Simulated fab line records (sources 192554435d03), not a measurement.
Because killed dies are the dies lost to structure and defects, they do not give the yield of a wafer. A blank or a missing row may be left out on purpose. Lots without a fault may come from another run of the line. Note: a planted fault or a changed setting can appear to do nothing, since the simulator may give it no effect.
Comparing a struck lot with a sound one :: flow n5_finfet :: 16 out of 1938 route steps
Sound: these wafers, L853.1, L853.2, L853.5. Struck: wafers L858.2, L858.5. (L858.1 of the same lot was not struck and is left out.) The cause comes at the end.
For every step that has rows: the tool of each side, followed by ch and its chambers, followed by its first start. Under that, the readings that differ: sound wafers :: struck wafers :: difference of the means :: sigmas: that difference in standard deviations of wafers without a fault.
alike: a reading whose means differ by less than 2 such deviations, as well as words and numbers matching on both sides. not compared: withheld readings; readings where some wafer has no value; bounds like >300 that might hide an equal value; numbers whose values overlap and for which the record gives no deviation.
A row with sigmas, a row that says differs or no value, or rows on one side alone: a step with any of these is where the two part. Numbers that have no deviation but don't overlap get no sigmas and don't part them. Lack of a reading on every wafer of one side parts them only where that side has two or more wafers.

N5_BEOL_M4_SPUTTER_90: material Cu, target thk 4.5 nm, time 8.29 s.
  sound on pvd_sputter-02 at day 7 17:15; struck on pvd_sputter-03 at day 9 10:01
  alike: chamber_pressure_pa, throttle_valve_pct
N5_BEOL_M4_ANNEAL_91: time 240 s.
  sound on pvd_sputter-02 at day 7 17:20; struck on pvd_sputter-03 at day 9 10:05
  alike: heater_power_w
then, 4 steps without rows for these wafers: N5_BEOL_M4_SPUTTER_92 (material Cu, target thk 4.5 nm, time 8.29 s); N5_BEOL_M4_ANNEAL_93 (time 240 s); N5_BEOL_M4_SPUTTER_94 (material Cu, target thk 4.5 nm, time 8.29 s); N5_BEOL_M4_ANNEAL_95 (time 240 s).
N5_BEOL_M4_SPUTTER_96: material Cu, target thk 4.5 nm, time 8.29 s.
  sound on pvd_sputter-02 at day 7 17:55; struck on pvd_sputter-03 at day 9 10:40
  alike: chamber_pressure_pa, throttle_valve_pct
then, 1 step without rows for these wafers: N5_BEOL_M4_ECD_50 (material Cu, target thk 300 nm).
N5_BEOL_M4_ANNEAL_51: time 90 s.
  sound on rtp_anneal-01 ch 0, day 7 18:06; struck on rtp_anneal-01 ch 0, day 9 10:52
  alike: wafer_temp_C_max
N5_BEOL_M4_CMP_52: polishes, stops on SiOC, t overpolish 6.8 s, target thk 40 nm.
  sound on cmp-03 ch 0,1,3, day 7 18:24; struck on cmp-04 ch 2,3, day 9 11:14
  alike: barrier_field_endpoint_s, motor_current_A, overpolish_run_s, time_to_endpoint_s
  not compared: pad_life_wafers
N5_BEOL_M4_THK_MEAS_53: measures by xrf.
  sound on film_metro-01 at day 7 18:42; struck on film_metro-01 at day 9 11:27
reading: M4_THK (nm)
sound: 37.8 35.6 34.2
struck: 40.2 39.8
difference: +4.1
sigmas: +2
then, 1 step without rows for these wafers: N5_BEOL_M4_PRE_CLEAN_60 (time 15 s).
N5_BEOL_M4_CO_CAP_55: material Co, precursor CCTBA/H2, target thk 2 nm, time 102.1 s.
  sound on cvd_co-02 ch 0,2, day 7 18:55; struck on cvd_co-02 ch 1, day 9 11:32
reading: run_length_s (s)
sound: 125.5 125.3 124.9
struck: 83.6 83.7
difference: -41.6
sigmas: -99 or more

reading: model.Co_of_BEOL_M4_CO_CAP_55.thk_nm (nm)
sound: 2 2 2
struck: 1 1.2
difference: -1
sigmas: 
  alike: heater_power_w
then, 1 step without rows for these wafers: N5_BEOL_M4_PRE_CLEAN_56 (time 15 s).
N5_BEOL_M4_RC_MEAS_101:
  sound on prober-01 ch 0, day 7 19:44; struck on prober-01 ch 0, day 9 11:46
  alike: DIBL_N, DIBL_P, IOFF_N, IOFF_P, ION_N, ION_P, SS_N, SS_P, VT_N, VT_P
next, for these wafers, 1 step has no rows: N5_PASSIVATION_PROBE_49.

== WHERE THEY PART ==
First at N5_BEOL_M4_THK_MEAS_53; last, within this record, at N5_BEOL_M4_CO_CAP_55. Later steps at which nothing parts them and some readings are alike: N5_BEOL_M4_RC_MEAS_101.

WHY: what had been put in by the simulator
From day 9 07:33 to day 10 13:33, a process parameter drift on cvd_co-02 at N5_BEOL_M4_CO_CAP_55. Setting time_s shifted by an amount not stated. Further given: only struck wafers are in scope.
